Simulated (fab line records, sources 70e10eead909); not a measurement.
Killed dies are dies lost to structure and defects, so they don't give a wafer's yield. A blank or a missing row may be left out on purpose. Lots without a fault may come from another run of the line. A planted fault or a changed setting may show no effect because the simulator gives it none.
Which tool did it? | flow nand_harc | 12 lots, 36 wafers sampled, at 1 step of a route of 1302

WHAT THE GAUGES READ, wafer by wafer
NHARC_P_GATE_CD_MEAS_11: target cd 1640 nm.
lot  | measured     | on        | cd_nm (nm)
L075 | day 4 21:01  | cd_sem-02 | 1644.7 1644.5 1644.6
L076 | day 5 11:08  | cd_sem-03 | 1635.1 1637.1 1639.0
L080 | day 6 14:57  | cd_sem-01 | 1641.0 1640.9 1640.0
L081 | day 7 06:43  | cd_sem-01 | 1636.9 1640.6 1637.3
L083 | day 8 01:29  | cd_sem-03 | 1638.4 1637.1 1639.3
L085 | day 8 23:50  | cd_sem-02 | 1644.9 1643.8 1641.7
L087 | day 9 17:44  | cd_sem-02 | 1641.0 1642.3 1643.3
L088 | day 10 16:20 | cd_sem-01 | 1639.6 1639.1 1639.7
L091 | day 11 09:58 | cd_sem-03 | 1636.8 1638.4 1636.8
L093 | day 12 06:39 | cd_sem-02 | 1638.1 1640.0 1639.6
L095 | day 12 22:55 | cd_sem-03 | 1643.1 1643.7 1644.6
L097 | day 13 20:05 | cd_sem-02 | 1641.8 1641.4 1639.2

WHICH TOOL RAN EACH LOT (tool, then ch and the chambers of the sampled wafers, then the start)
The record holds no process step before these readings.

THE ANSWER, worked out from the rows above alone
Rule: what is usual is taken from the lots themselves. Put in order of their means at a reading, lots are off if they are a third of the lots or fewer, leave a main group of 4 or more, and stand apart from it by a gap of 3 or more times the standard deviation of the main group's means; of several such gaps the widest counts. A main group whose means are all the same, to the digits that the tables above print for the reading, isn't used. A lot without any number at a reading at which 4 lots or more have one is off too. The other lots that the step has rows for count as sound.
No lot is off at any reading shown: from this, nothing can be told.

WHAT THE SIMULATOR HAD PUT IN
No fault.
